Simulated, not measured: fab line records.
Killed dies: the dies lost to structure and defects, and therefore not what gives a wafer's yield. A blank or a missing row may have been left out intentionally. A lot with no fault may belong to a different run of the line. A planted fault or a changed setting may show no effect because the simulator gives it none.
Chamber matching :: flow nand harc :: cmp-04 running NHARC_A_DECK1_JOINT_CMP_13: 4 sister chambers
The step polishes, target thk 51.023 nm. 24 wafers are shown with their chamber, then 12 later ones without.

WAFERS WITH THEIR CHAMBER
wafer: L075.1
chamber: 2
motor current A (A): 12.3
time to endpoint s (s): 9.7

wafer: L075.2
chamber: 0
motor current A (A): 11.6
time to endpoint s (s): 6.8

wafer: L075.3
chamber: 3
motor current A (A): 11.1
time to endpoint s (s): 7.3

wafer: L075.4
chamber: 1
motor current A (A): 12.9
time to endpoint s (s): 7.0

wafer: L075.5
chamber: 1
motor current A (A): 13.1
time to endpoint s (s): 7.1

wafer: L075.6
chamber: 0
motor current A (A): 11.7
time to endpoint s (s): 9.0

wafer: L076.1
chamber: 3
motor current A (A): 11.9
time to endpoint s (s): 6.9

wafer: L076.3
chamber: 0
motor current A (A): 12.2
time to endpoint s (s): 6.5

wafer: L076.4
chamber: 1
motor current A (A): 13.0
time to endpoint s (s): 8.9

wafer: L081.1
chamber: 3
motor current A (A): 11.5
time to endpoint s (s): 8.6

wafer: L081.2
chamber: 2
motor current A (A): 12.1
time to endpoint s (s): 12.1

wafer: L081.5
chamber: 2
motor current A (A): 12.1
time to endpoint s (s): 9.3

wafer: L082.1
chamber: 1
motor current A (A): 12.4
time to endpoint s (s): 6.8

wafer: L082.3
chamber: 3
motor current A (A): 11.9
time to endpoint s (s): 8.5

wafer: L082.6
chamber: 1
motor current A (A): 12.4
time to endpoint s (s): 8.3

wafer: L084.1
chamber: 0
motor current A (A): 11.9
time to endpoint s (s): 9.6

wafer: L084.2
chamber: 2
motor current A (A): 11.0
time to endpoint s (s): 12.7

wafer: L084.3
chamber: 1
motor current A (A): 12.7
time to endpoint s (s): 9.7

wafer: L085.3
chamber: 3
motor current A (A): 11.7
time to endpoint s (s): 10.2

wafer: L085.5
chamber: 3
motor current A (A): 10.7
time to endpoint s (s): 8.1

wafer: L085.6
chamber: 0
motor current A (A): 11.4
time to endpoint s (s): 10.1

wafer: L087.3
chamber: 2
motor current A (A): 11.4
time to endpoint s (s): 12.9

wafer: L087.4
chamber: 0
motor current A (A): 11.9
time to endpoint s (s): 12.9

wafer: L087.5
chamber: 2
motor current A (A): 11.2
time to endpoint s (s): 13.8

SIGNATURES, as means of the wafers listed above
reading: motor current A
chamber 0: 11.783
chamber 1: 12.750
chamber 2: 11.683
chamber 3: 11.467
scatter within a chamber: 0.419

reading: time to endpoint s
chamber 0: 9.150
chamber 1: 7.967
chamber 2: 11.750
chamber 3: 8.267
scatter within a chamber: 1.71
Rule: for a wafer and a chamber, the distance is found by dividing, reading by reading, the gap between the wafer's reading and the chamber's mean by the reading's scatter, squaring, summing and taking the root. The wafer belongs to the nearest chamber; if the next one is less than 2 further off, it can't be placed. The scatter is the square root of a quotient: the sum, over the shown wafers, of each reading's squared deviation from its chamber's mean, divided by wafers minus chambers.

WAFERS WITH NO CHAMBER GIVEN
wafer: L089.1
motor current A (A): 11.3
time to endpoint s (s): 10.5

wafer: L089.2
motor current A (A): 11.8
time to endpoint s (s): 11.7

wafer: L089.4
motor current A (A): 11.5
time to endpoint s (s): 10.0

wafer: L092.1
motor current A (A): 12.5
time to endpoint s (s): 5.6

wafer: L092.3
motor current A (A): 12.2
time to endpoint s (s): 11.6

wafer: L092.6
motor current A (A): 12.9
time to endpoint s (s): 6.7

wafer: L094.1
motor current A (A): 11.3
time to endpoint s (s): 10.8

wafer: L094.2
motor current A (A): 11.3
time to endpoint s (s): 6.5

wafer: L094.4
motor current A (A): 11.5
time to endpoint s (s): 8.5

wafer: L097.3
motor current A (A): 11.3
time to endpoint s (s): 15.3

wafer: L097.4
motor current A (A): 11.7
time to endpoint s (s): 11.0

wafer: L097.5
motor current A (A): 11.6
time to endpoint s (s): 11.0

EACH ONE'S CHAMBER
wafer: L089.1
from the rows above: can't be placed: 2 or 3 or 0
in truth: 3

wafer: L089.2
from the rows above: can't be placed: 2 or 0 or 3
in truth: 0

wafer: L089.4
from the rows above: can't be placed: 0 or 3 or 2
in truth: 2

wafer: L092.1
from the rows above: can't be placed: 1 or 0 or 3
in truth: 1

wafer: L092.3
from the rows above: can't be placed: 2 or 0 or 1 or 3
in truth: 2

wafer: L092.6
from the rows above: 1
in truth: 1

wafer: L094.1
from the rows above: can't be placed: 2 or 0 or 3
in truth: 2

wafer: L094.2
from the rows above: can't be placed: 3 or 0
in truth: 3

wafer: L094.4
from the rows above: can't be placed: 3 or 0 or 2
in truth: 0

wafer: L097.3
from the rows above: can't be placed: 2 or 0 or 3
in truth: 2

wafer: L097.4
from the rows above: can't be placed: 2 or 0 or 3
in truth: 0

wafer: L097.5
from the rows above: can't be placed: 2 or 0 or 3
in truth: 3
Correctly placed: 1 of 12. These rows do not allow placing 11 (true chamber among the candidates in 11). 0 placed wrongly.
